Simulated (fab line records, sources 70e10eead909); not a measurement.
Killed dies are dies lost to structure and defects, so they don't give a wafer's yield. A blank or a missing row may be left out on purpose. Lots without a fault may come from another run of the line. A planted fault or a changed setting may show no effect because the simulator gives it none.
Which tool did it? | flow nand_harc | 11 lots, 33 wafers sampled, at 6 steps of a route of 1302

WHAT THE GAUGES READ, wafer by wafer
NHARC_A_SGD_CUT_CD_MEAS_09: target cd 100 nm.
lot  | measured     | on        | cd_nm (nm)
L451 | day 19 15:28 | cd_sem-03 | 100.3 100.1 100.4
L453 | day 20 00:08 | cd_sem-01 | 99.8 99.4 99.7
L455 | day 21 17:41 | cd_sem-03 | 99.7 99.8 100.2
L456 | day 21 21:53 | cd_sem-03 | 101.0 100.6 100.7
L463 | day 23 10:28 | cd_sem-01 | 106.2 107.3 106.6
L461 | day 23 11:38 | cd_sem-02 | 105.4 105.5 105.5
L464 | day 24 01:10 | cd_sem-03 | 104.7 104.2 104.6
L466 | day 25 15:04 | cd_sem-01 | 100.4 99.8 99.8
L465 | day 25 17:57 | cd_sem-01 | 102.7 102.8 103.0
L468 | day 27 03:08 | cd_sem-03 | 99.6 100.5 99.4
L473 | day 28 19:08 | cd_sem-01 | 99.9 100.3 100.5

NHARC_END_SORT_01.
lot  | measured     | on        | killed_at_array | killed_at_other | killed_at_periphery | killed_dies | killed_open | killed_short
L464 | day 30 04:52 | prober-01 | 48              | 2               | 6                   | 56          | 4           | 2
L466 | day 30 20:44 | prober-02 | 74 82 81        | 0 0 1           | 0 5 3               | 74 87 85    | 2 3 4       | 4 0 3
L468 | day 32 23:04 | prober-02 | 41 29 40        | 0 0 2           | 6 4 7               | 47 33 49    | 4 3 1       | 1 0 4

WHICH TOOL RAN EACH LOT (tool, then ch and the chambers of the sampled wafers, then the start)
lot  | NHARC_A_STAIRCASE_DESCUM_443       | NHARC_A_STAIRCASE_STRIP_446          | NHARC_A_SGD_CUT_EXPOSE_06          | NHARC_A_SGD_CUT_ETCH_59
L451 | rie_diel-04 ch 0,1, day 19 07:26   | plasma_asher-02 ch 0,1, day 19 11:55 | arfi_scanner-02 ch 0, day 19 15:19 | rie_diel-05 ch 0,1,3, no start
L453 | rie_diel-11 ch 0,1, day 19 16:16   | plasma_asher-02 ch 0,1, day 19 20:49 | arfi_scanner-03 ch 0, day 20 00:00 | rie_diel-05 ch 0,1, no start
L455 | rie_diel-08 ch 0,3, day 21 10:00   | plasma_asher-01 ch 0,1, day 21 14:28 | arfi_scanner-03 ch 0, day 21 17:33 | rie_diel-12 ch 1,2, no start
L456 | rie_diel-11 ch 0,1, day 21 14:02   | plasma_asher-02 ch 0,1, day 21 18:33 | arfi_scanner-02 ch 0, day 21 21:44 | rie_diel-02 ch 0,2,3, no start
L463 | rie_diel-08 ch 0,2,3, day 23 02:36 | plasma_asher-02 ch 0,1, day 23 07:05 | arfi_scanner-03 ch 0, day 23 10:19 | rie_diel-02 ch 0,1,3, no start
L461 | rie_diel-04 ch 1,3, day 23 02:45   | plasma_asher-02 ch 0,1, day 23 08:10 | arfi_scanner-03 ch 0, day 23 11:30 | rie_diel-02 ch 2,3, no start
L464 | rie_diel-11 ch 0,1,3, day 23 17:21 | plasma_asher-01 ch 0,1, day 23 22:00 | arfi_scanner-03 ch 0, day 24 01:02 | rie_diel-12 ch 0,2,3, day 30 04:52 or earlier
L466 | rie_diel-08 ch 0,1,2, day 25 07:02 | plasma_asher-01 ch 0,1, day 25 11:38 | arfi_scanner-01 ch 0, day 25 14:55 | rie_diel-02 ch 0,2,3, day 30 20:44 or earlier
L465 | rie_diel-08 ch 1,2, day 25 07:10   | plasma_asher-02 ch 0,1, day 25 14:35 | arfi_scanner-03 ch 0, day 25 17:49 | rie_diel-12 ch 0,1,3, no start
L468 | rie_diel-04 ch 0,1, day 26 17:52   | plasma_asher-01 ch 0, day 26 22:25   | arfi_scanner-01 ch 0, day 27 03:00 | rie_diel-05 ch 0,3, day 32 23:04 or earlier
L473 | rie_diel-04 ch 1,2,3, day 28 11:15 | plasma_asher-02 ch 0,1, day 28 15:46 | arfi_scanner-01 ch 0, day 28 19:00 | rie_diel-02 ch 0,2,3, no start
- NHARC_A_STAIRCASE_DESCUM_443: chemistry O2, time 3 s.
- NHARC_A_STAIRCASE_STRIP_446: strips in O2.
- NHARC_A_SGD_CUT_EXPOSE_06: exposes mask SGD.
- NHARC_A_SGD_CUT_ETCH_59: etches the open film in N2/H2, target depth 260 nm, time 406.25 s.

WHAT THE TOOLS THEMSELVES READ (means of the sampled wafers that have a number; where no wafer has one, the mark that the record gives instead)
NHARC_A_STAIRCASE_DESCUM_443.
lot  | tool        | drypump_motor_current_A (A) | oes_product_au (a.u.) | rf_vpp_V (V) | showerhead_plenum_p_Torr (Torr) | throttle_valve_pct (%)
L451 | rie_diel-04 | 6.2                         | 1.007                 | 57.4         | 1.91                            | 11.307
L453 | rie_diel-11 | 5.7                         | 0.993                 | 56.9         | 1.89                            | 11.302
L455 | rie_diel-08 | 5.6                         | 1.004                 | 57.2         | 1.86                            | 11.312
L456 | rie_diel-11 | 5.6                         | 1.003                 | 57.4         | 1.90                            | 11.305
L463 | rie_diel-08 | 5.8                         | 1.003                 | 58.1         | 1.86                            | 11.312
L461 | rie_diel-04 | 5.7                         | 1.000                 | 57.5         | 1.85                            | 11.310
L464 | rie_diel-11 | 5.7                         | 1.001                 | 56.8         | 1.87                            | 11.317
L466 | rie_diel-08 | 5.3                         | 1.006                 | 57.7         | 1.87                            | 11.314
L465 | rie_diel-08 | 5.2                         | 0.994                 | 57.6         | 1.86                            | 11.314
L468 | rie_diel-04 | 6.2                         | 1.006                 | 57.4         | 1.89                            | 11.308
L473 | rie_diel-04 | 6.0                         | 1.001                 | 56.9         | 1.82                            | 11.317

NHARC_A_STAIRCASE_STRIP_446.
lot  | tool            | drypump_motor_current_A (A) | heater_power_w (W) | temp_c (C)
L451 | plasma_asher-02 | 5.8                         | 334                | 250.11
L453 | plasma_asher-02 | 5.8                         | 333                | 249.81
L455 | plasma_asher-01 | 6.3                         | 324                | 250.03
L456 | plasma_asher-02 | 5.2                         | 351                | 249.84
L463 | plasma_asher-02 | 5.7                         | 332                | 250.06
L461 | plasma_asher-02 | 5.2                         | 353                | 250.09
L464 | plasma_asher-01 | 6.3                         | 335                | 249.90
L466 | plasma_asher-01 | 6.5                         | 308                | 250.05
L465 | plasma_asher-02 | 5.7                         | 327                | 250.16
L468 | plasma_asher-01 | 6.6                         | 282                | 249.71
L473 | plasma_asher-02 | 5.2                         | 351                | 249.96

NHARC_A_SGD_CUT_EXPOSE_06.
lot  | tool            | exposure_dose_mJ_cm2
L451 | arfi_scanner-02 | 85.52
L453 | arfi_scanner-03 | 85.56
L455 | arfi_scanner-03 | 85.47
L456 | arfi_scanner-02 | 85.62
L463 | arfi_scanner-03 | 94.46
L461 | arfi_scanner-03 | 92.74
L464 | arfi_scanner-03 | 91.32
L466 | arfi_scanner-01 | 85.60
L465 | arfi_scanner-03 | 89.22
L468 | arfi_scanner-01 | 85.65
L473 | arfi_scanner-01 | 85.59

NHARC_A_SGD_CUT_ETCH_59.
lot  | tool        | drypump_motor_current_A (A) | oes_product_au (a.u.) | rf_vpp_V (V) | showerhead_plenum_p_Torr (Torr) | throttle_valve_pct (%)
L451 | rie_diel-05 | 6.0                         | 0.999                 | 430.2        | 2.01                            | 14.173
L453 | rie_diel-05 | 5.6                         | 0.996                 | 432.3        | 2.08                            | 14.176
L455 | rie_diel-12 | 5.9                         | 0.996                 | 430.1        | 2.04                            | 14.175
L456 | rie_diel-02 | 5.3                         | 1.010                 | 433.1        | 2.14                            | 14.181
L463 | rie_diel-02 | 5.3                         | 0.998                 | 431.3        | 2.08                            | 14.172
L461 | rie_diel-02 | 5.2                         | 1.015                 | 431.7        | 2.10                            | 14.172
L464 | rie_diel-12 | 5.6                         | 0.998                 | 431.4        | 2.08                            | 14.176
L466 | rie_diel-02 | 5.4                         | 0.996                 | 433.2        | 2.13                            | 14.166
L465 | rie_diel-12 | 5.8                         | 1.006                 | 432.9        | 2.14                            | 14.180
L468 | rie_diel-05 | 6.0                         | 0.994                 | 428.7        | 1.95                            | 14.169
L473 | rie_diel-02 | 5.4                         | 1.002                 | 432.3        | 2.13                            | 14.164

THE ANSWER, worked out from the rows above alone
Rule: what is usual is taken from the lots themselves. Put in order of their means at a reading, lots are off if they are a third of the lots or fewer, leave a main group of 4 or more, and stand apart from it by a gap of 3 or more times the standard deviation of the main group's means; of several such gaps the widest counts. A main group whose means are all the same, to the digits that the tables above print for the reading, isn't used. A lot without any number at a reading at which 4 lots or more have one is off too. The other lots that the step has rows for count as sound. The gauges are gone through in route order, then the tools' own readings, and for those a lot's mean is taken as printed above. The first step at which some lot is off is used, and at that step the reading that is off furthest; a lot without a number counts as furthest.
No lot is off at any reading shown: from this, nothing can be told.

WHAT THE SIMULATOR HAD PUT IN
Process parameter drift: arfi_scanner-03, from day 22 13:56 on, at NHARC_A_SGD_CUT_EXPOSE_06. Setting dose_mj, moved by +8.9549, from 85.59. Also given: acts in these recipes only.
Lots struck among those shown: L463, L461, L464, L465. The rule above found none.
